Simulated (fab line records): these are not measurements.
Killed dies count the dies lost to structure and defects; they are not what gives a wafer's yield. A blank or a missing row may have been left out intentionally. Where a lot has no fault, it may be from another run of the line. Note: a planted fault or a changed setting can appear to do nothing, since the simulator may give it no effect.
Which of the tools did it?    flow n5 finfet    12 lots with 34 wafers sampled at 3 steps, on a route of 1938 steps

WHAT THE GAUGES SHOWED, per wafer
N5_SDB_OVL_MEAS_12. Usual: for SDB_OVL the level is -0.1 nm and the standard deviation is 0.65.
lot   measured     on          SDB_OVL (nm)    flag
L996  day 4 07:03  overlay-01  0.3 0.0 0.2     
L997  day 4 13:20  overlay-01  0.3 0.8 0.2     
L999  day 4 18:07  overlay-01  -0.3 -0.9 -0.1  
L100  day 5 03:00  overlay-02  0.1 -0.1 -0.8   
L101  day 5 07:08  overlay-01  0.8 0.2 -0.1    
L102  day 5 15:28  overlay-02  1.0 0.1 1.0     
L107  day 7 02:46  overlay-01  22.5 20.9 22.1  OFF
L110  day 7 17:04  overlay-02  21.0 23.0 21.9  OFF
L111  day 7 20:23  overlay-02  -0.1 0.2 0.5    
L112  day 8 08:09  overlay-02  -0.7 -0.6       
L114  day 8 16:38  overlay-02  -0.4 -0.3 -1.4  
L117  day 9 10:09  overlay-02  0.1 0.0         

EACH LOT AND THE TOOL THAT RAN IT (in order: tool; ch and the chambers of the sampled wafers; start)
lot   N5_ILD0_CMP_03                N5_SDB_EXPOSE_08
L996  cmp-04 ch 1,2,3, day 4 02:41  arfi scanner-01 ch 0, day 4 06:53
L997  cmp-04 ch 0,2, day 4 09:04    arfi scanner-01 ch 0, day 4 13:11
L999  cmp-01 ch 0,1, day 4 13:40    arfi scanner-02 ch 0, day 4 17:58
L100  cmp-04 ch 1,2,3, day 4 22:43  arfi scanner-02 ch 0, day 5 02:51
L101  cmp-01 ch 0,1,3, day 5 02:49  arfi scanner-01 ch 0, day 5 06:58
L102  cmp-04 ch 0,1, day 5 11:06    arfi scanner-02 ch 0, day 5 15:19
L107  cmp-01 ch 0,2,3, day 6 22:22  arfi scanner-01 ch 0, day 7 02:38
L110  cmp-04 ch 0,1,3, day 7 12:43  arfi scanner-01 ch 0, day 7 16:55
L111  cmp-04 ch 0,2,3, day 7 16:01  arfi scanner-03 ch 0, day 7 20:14
L112  cmp-04 ch 1,3, day 8 03:46    arfi scanner-03 ch 0, day 8 07:59
L114  cmp-04 ch 1,3, day 8 12:05    arfi scanner-03 ch 0, day 8 16:29
L117  cmp-04 ch 0,1, day 9 05:51    arfi scanner-02 ch 0, day 9 10:01
- N5_ILD0_CMP_03: polishes, stops on SiNx, t overpolish 1.9 s, target thk 197.38 nm.
- N5_SDB_EXPOSE_08: exposes mask SDB.

WHAT THE TOOLS THEMSELVES READ (means of the sampled wafers that have a number; where no wafer has one, the mark that the record gives instead)
N5_ILD0_CMP_03. Usual: motor current A 12.5 A, standard deviation 0.87; overpolish run s 1.901 s, standard deviation 0.0098; time to endpoint s 70 s, standard deviation 4.4.
lot   tool    motor current A (A)  overpolish run s (s)  time to endpoint s (s)  flag
L996  cmp-04  12.6                 1.901                 70                      
L997  cmp-04  11.7                 1.898                 69                      
L999  cmp-01  12.6                 1.896                 66                      
L100  cmp-04  12.5                 1.893                 70                      
L101  cmp-01  12.5                 1.903                 68                      
L102  cmp-04  12.2                 1.909                 69                      
L107  cmp-01  12.6                 1.895                 69                      
L110  cmp-04  12.6                 1.892                 73                      
L111  cmp-04  12.7                 1.905                 73                      
L112  cmp-04  13.0                 1.897                 75                      
L114  cmp-04  12.6                 1.902                 74                      
L117  cmp-04  11.8                 1.901                 78                      

N5_SDB_EXPOSE_08. Usual: exposure dose mJ cm2 49.66, standard deviation 0.11; stage vel mm s 499.99 mm/s, standard deviation 0.24.
lot   tool             exposure dose mJ cm2  stage vel mm s (mm/s)  flag
L996  arfi scanner-01  49.56                 500.35                 
L997  arfi scanner-01  49.53                 499.96                 
L999  arfi scanner-02  49.78                 499.98                 
L100  arfi scanner-02  49.76                 499.85                 
L101  arfi scanner-01  49.59                 500.07                 
L102  arfi scanner-02  49.68                 499.79                 
L107  arfi scanner-01  49.57                 499.97                 
L110  arfi scanner-01  49.55                 499.97                 
L111  arfi scanner-03  49.55                 499.64                 
L112  arfi scanner-03  49.61                 499.64                 
L114  arfi scanner-03  49.64                 500.20                 
L117  arfi scanner-02  49.80                 500.00                 

THE ANSWER, worked out from the rows above alone
Rule: a lot is off if the mean of its wafers that have a number lies more than 3 standard deviations from the usual mean. A lot without any number at a reading at which 4 lots or more have one is off too. The other lots that the step has rows for count as sound. After the gauges, taken in route order, come the tools' own readings; for these a lot's mean is taken, as printed above. The first step at which some lot is off is used, and at that step the reading that is off furthest; a lot without a number counts as furthest.
Off: L107, L110, at N5_SDB_OVL_MEAS_12 (SDB_OVL).
A tool fits if, at a process step before that reading, it ran every lot that is off, and no sound lot after the first of them. Gauges at N5_SDB_OVL_MEAS_12: tried the same way as those tools. One fits: arfi scanner-01 at N5_SDB_EXPOSE_08. A fault onset in the window from L101 (day 5 06:58, its last sound lot) to L107 (day 7 02:38, its first lot off) fits.

WHAT THE SIMULATOR HAD PUT IN
Scanner matching overlay: arfi scanner-01, from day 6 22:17 on, at N5_SDB_EXPOSE_08. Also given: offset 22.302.
Shown lots that were struck: L107, L110. The same result came from the rule above.
